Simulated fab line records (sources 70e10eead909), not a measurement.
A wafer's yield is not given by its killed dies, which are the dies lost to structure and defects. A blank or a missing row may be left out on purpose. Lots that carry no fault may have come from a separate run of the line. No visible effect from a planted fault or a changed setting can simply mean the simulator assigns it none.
A struck lot beside a sound one + flow nand-harc + 15 out of 1302 route steps
Sound: wafers L750.2, L750.4, L750.6. Struck: wafer L760.2 (left out: L760.1, L760.4 of the same lot, which were not struck); the cause appears at the end.
Order at every step that has rows: each side's tool, ch and its chambers, its first start. Under that, the readings that differ: sound wafers + struck wafers + difference of the means + sigmas: that difference in standard deviations of wafers without a fault.
alike: readings whose means differ by less than 2 such deviations, and words and numbers that are the same on both sides. not compared: withheld readings, readings that some wafer has no value for, bounds like >300 that may hide the same value, and numbers for which the record gives no deviation and whose values overlap.
The two part at a step that has a row with sigmas, a row that says differs or no value, or rows on one side only. Numbers that have no deviation but don't overlap get no sigmas and don't part them. A reading that every wafer of one side lacks parts them only if that side has two wafers or more.

first, 8 steps without rows for these wafers: NHARC_P_GATE_DEHYDRATE_18 (time 120 s); NHARC_P_GATE_HMDS_19 (time 30 s); NHARC_P_GATE_COAT_20 (resist thk 90 nm); NHARC_P_GATE_SOFTBAKE_21 (time 55 s); NHARC_P_GATE_EBR_22; NHARC_P_GATE_EXPOSE_23 (exposes mask P GATE, target cd 120 nm); NHARC_P_GATE_PEB_24 (peb time 65 s); NHARC_P_GATE_DEVELOP_25 (develop time 35 s).
NHARC_P_GATE_CD_MEAS_26: the cd target is 120 nm.
  sound on cd-sem-03 ch 0, day 5 17:02; struck on cd-sem-02 ch 0, day 9 23:55
  alike: cd-nm
NHARC_P_GATE_OVL_MEAS_27:
  struck on overlay-02, day 10 00:01; sound on overlay-01, day 5 17:07
  alike: overlay-x-nm, overlay-y-nm
NHARC_P_GATE_INSPECT_28:
  struck on defect-inspect-02, day 10 00:02; sound on defect-inspect-02, day 5 17:10
| reading          | sound | struck | difference | sigmas |
|------------------|-------|--------|------------|--------|
| raw-defect-count | 2 5 3 | 9      | +6         | +2     |
NHARC_P_GATE_DESCUM_31: chemistry O2, time 3 s.
  sound on rie-diel-01 ch 0,1,2, day 5 17:13; struck on rie-diel-01 ch 1, day 10 00:07
  alike: drypump-motor-current-A, o2-flow-sccm, oes-product-au, rf-vpp-V, showerhead-plenum-p-Torr, throttle-valve-pct
  not compared: rf-hours-counter-h
NHARC_P_GATE_ETCH_104: etches the open film in CF4/CHF3, target depth 60 nm.
  sound on rie-diel-01 ch 0,1,2, day 5 17:19; struck on rie-diel-01 ch 0, day 10 00:11
| reading               | sound             | struck | difference | sigmas |
|-----------------------|-------------------|--------|------------|--------|
| oes-product-au (a.u.) | 0.953 0.934 0.952 | 1.184  | +0.238     | +10    |
| rf-fwd-power-W (W)    | 492 490 486       | 689    | +200       | +67    |
  alike: drypump-motor-current-A, rf-vpp-V, showerhead-plenum-p-Torr, throttle-valve-pct
NHARC_P_GATE_HM_OPEN_105: chemistry O2/COS, target depth 360 nm.
  sound: rie-diel-01 ch 0,2; struck: rie-diel-01 ch 3
  alike: cos-flow-sccm, drypump-motor-current-A, o2-flow-sccm, oes-product-au, rf-vpp-V, showerhead-plenum-p-Torr, throttle-valve-pct
  not compared: rf-hours-counter-h
NHARC_END_SORT_01:
  the record has rows for the sound wafers here (prober-02 ch 0, day 25 02:35) and none for the struck ones

## WHERE THEY PART
At NHARC_P_GATE_INSPECT_28 first; at NHARC_END_SORT_01 last (within this record only).

WHY: what the simulator had put in
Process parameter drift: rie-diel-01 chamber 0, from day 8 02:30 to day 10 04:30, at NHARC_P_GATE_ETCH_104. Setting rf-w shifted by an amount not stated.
